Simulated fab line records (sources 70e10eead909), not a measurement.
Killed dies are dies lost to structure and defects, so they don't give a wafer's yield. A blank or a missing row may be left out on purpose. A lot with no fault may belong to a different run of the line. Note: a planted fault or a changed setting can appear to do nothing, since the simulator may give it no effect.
Struck lot and sound lot, side by side ; flow nand_harc ; 24 steps out of a route of 1159
Sound: these wafers, L823.1, L823.5, L823.6. Wafers struck: L831.2, L831.5, L831.6. The cause is given at the end.
Each step with rows lists, per side, the tool, then ch with its chambers, then its first start. Under that, the readings that differ: sound wafers ; struck wafers ; difference of the means ; sigmas: that difference in standard deviations of wafers without a fault.
alike: readings whose means differ by less than 2 such deviations, and words and numbers that are the same on both sides. not compared: withheld readings, readings that some wafer has no value for, bounds like >300 that may hide the same value, and numbers for which the record gives no deviation and whose values overlap.
A row with sigmas, a row that says differs or no value, or rows on one side alone: a step with any of these is where the two part. Numbers that have no deviation but don't overlap get no sigmas and don't part them. A reading missing from all wafers of one side parts the sides only when that side holds two or more wafers.

NHARC_A_CONTACT_CVD_19: deposits W, target thk 300 nm, time 802 s.
  sound: cvd_w-01 ch 0,1; struck: cvd_w-02 ch 0,1
  alike: heater_power_w, throttle_valve_pct
NHARC_A_CONTACT_CMP_20: polishes, t overpolish 30 s, target thk 300 nm.
  sound on cmp-04 ch 2,3, day 17 20:52; struck on cmp-02 ch 2,3, day 20 13:14
reading;sound;struck;difference;sigmas
motor_current_A (A);14.6 12.5 14.3;12.1 12.2 10.4;-2.2;-2
  alike: overpolish_run_s, time_to_endpoint_s
after that, 1 step had no rows for these wafers: NHARC_A_CONTACT_SRD_22.
NHARC_A_CONTACT_INSPECT_23:
  sound on defect_inspect-01 at day 17 21:15; struck on defect_inspect-01 at day 20 13:38
  alike: raw_defect_count
then, 7 steps without rows for these wafers: NHARC_A_BLC_DEHYDRATE_00 (time 120 s); NHARC_A_BLC_HMDS_01 (time 30 s); NHARC_A_BLC_COAT_02 (time 75 s); NHARC_A_BLC_COAT_03 (time 65 s); NHARC_A_BLC_COAT_04 (resist thk 90 nm); NHARC_A_BLC_SOFTBAKE_05 (time 55 s); NHARC_A_BLC_EBR_06.
NHARC_A_BLC_EXPOSE_07: exposes mask A BLC, target cd 100 nm.
  sound on arfi_scanner-01 ch 0, day 17 21:37; struck on arfi_scanner-01 ch 0, day 20 13:52
reading;sound;struck;difference;sigmas
exposure_dose_mJ_cm2;67.75 67.92 67.94;58.02 57.96 58.00;-9.88;-99 or more
  alike: mask, focus_offset_nm
then, 2 steps without rows for these wafers: NHARC_A_BLC_PEB_08 (peb time 65 s); NHARC_A_BLC_DEVELOP_09 (develop time 35 s).
NHARC_A_BLC_CD_MEAS_10: target cd 100 nm.
  sound on cd_sem-03 ch 0, day 17 21:45; struck on cd_sem-02 ch 0, day 20 14:01
reading;sound;struck;difference;sigmas
cd_nm (nm);99.6 98.5 100.1;89.5 90.4 88.2;-10.0;-15
NHARC_A_BLC_OVL_MEAS_11:
  sound on overlay-02 at day 17 21:50; struck on overlay-01 at day 20 14:05
  alike: overlay_x_nm, overlay_y_nm
NHARC_A_BLC_INSPECT_12:
  sound on defect_inspect-02 at day 17 21:53; struck on defect_inspect-01 at day 20 14:08
  alike: raw_defect_count
NHARC_A_BLC_DESCUM_15: chemistry O2, time 3 s.
  sound on rie_diel-11 ch 0,1,2, day 17 21:58; struck on rie_diel-09 ch 0,1,2, day 20 14:12
reading;sound;struck;difference;sigmas
model.A_BLC.cd_nm (nm);99.41 98.11 99.94;89.83 90.26 88.45;-9.64;
  alike: drypump_motor_current_A, o2_flow_sccm, oes_product_au, rf_vpp_V, showerhead_plenum_p_Torr, throttle_valve_pct
  not compared: rf_hours_counter_h
NHARC_A_BLC_ETCH_16: etches the open film in CF4, target depth 39 nm, time 65 s.
  sound on rie_diel-11 ch 0,1,3, day 17 22:03; struck on rie_diel-09 ch 0,1,3, day 20 14:19
  alike: drypump_motor_current_A, oes_product_au, rf_vpp_V, showerhead_plenum_p_Torr, throttle_valve_pct
  not compared: rf_hours_counter_h
NHARC_A_BLC_ETCH_17: etches the open film in N2/H2, target depth 390 nm, time 609.38 s.
  sound: rie_diel-11 ch 0,1,3; struck: rie_diel-09 ch 0,3
  alike: drypump_motor_current_A, oes_product_au, rf_vpp_V, showerhead_plenum_p_Torr, throttle_valve_pct
  not compared: rf_hours_counter_h
NHARC_A_BLC_ETCH_18: etches the open film in C4F8/O2/Ar, target depth 910 nm.
  sound: rie_diel-11 ch 0,1,3; struck: rie_diel-09 ch 1,2
reading;sound;struck;difference;sigmas
model.A_BLC.cd_nm (nm);101.9 98.08 99.43;93.13 89.29 91.91;-8.36;
  alike: oes_product_au, rf_vpp_V
  not compared: rf_hours_counter_h
NHARC_A_BLC_CD_MEAS_19:
  sound on cd_sem-03 at day 17 22:55; struck on cd_sem-02 at day 20 15:11
reading;sound;struck;difference;sigmas
cd_nm (nm);102.0 98.0 99.5;93.0 89.1 91.7;-8.6;-4
NHARC_A_BLC_STRIP_29: strips in CF4.
  sound on rie_diel-09 ch 2,3, day 17 23:00; struck on rie_diel-11 ch 0,3, day 20 15:16
  alike: drypump_motor_current_A, oes_product_au, rf_vpp_V, showerhead_plenum_p_Torr, throttle_valve_pct
  not compared: rf_hours_counter_h
NHARC_END_SORT_01:
  the record has rows for the struck wafers here (prober-02 ch 0, day 22 12:20) and none for the sound ones

WHERE THEY PART
At NHARC_A_CONTACT_CMP_20 first; at NHARC_END_SORT_01 last (within this record only).

WHY: what had been put in by the simulator
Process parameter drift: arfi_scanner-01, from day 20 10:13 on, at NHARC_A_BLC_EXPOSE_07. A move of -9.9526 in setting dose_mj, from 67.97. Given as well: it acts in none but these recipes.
